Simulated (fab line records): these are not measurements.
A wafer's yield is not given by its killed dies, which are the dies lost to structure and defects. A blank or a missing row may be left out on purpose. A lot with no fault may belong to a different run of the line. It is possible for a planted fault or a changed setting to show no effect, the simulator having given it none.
Chamber matching -- flow nand_harc -- NHARC_A_STAIRCASE_ALD_415 on ald_hk-01 has 4 sister chambers
The step deposits SiO2, target thk 30 nm, pulse time 6 s, ald cycles 300. 4 wafers are shown with their chamber, then 10 later ones without.

## EACH WAFER AND ITS CHAMBER
wafer,chamber,heater_power_w (W)
L079.5,1,512
L083.5,2,493
L084.3,3,402
L084.4,0,440

## WAFERS WHOSE CHAMBER IS MISSING
wafer,heater_power_w (W)
L084.6,407
L086.2,431
L086.4,496
L086.5,432
L090.2,499
L090.4,410
L090.5,498
L095.3,498
L095.5,433
L095.6,526

## WHICH CHAMBER EACH WENT THROUGH
wafer,from the rows above,in truth
L084.6,3,3
L086.2,0,0
L086.4,can't be placed: 2 or 1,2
L086.5,0,0
L090.2,can't be placed: 2 or 1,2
L090.4,3,3
L090.5,can't be placed: 2 or 1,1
L095.3,can't be placed: 2 or 1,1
L095.5,0,0
L095.6,1,1
6 of 10 placed correctly. Unplaceable from these rows: 4, with the true chamber sitting among the candidates in 4. Placed wrongly: 0.
How it was worked out, from the rows above alone: a wafer's distance from a chamber is the root of the sum, over the readings, of the square of ((its reading less the chamber's mean) divided by the reading's scatter). The wafer belongs to the nearest chamber; if the next one is less than 2 further off, it can't be placed. A chamber's mean is the mean of its shown wafers. The scatter: root of mean squared gap, hidden wafer to nearest shown wafer, with one shown wafer a chamber.
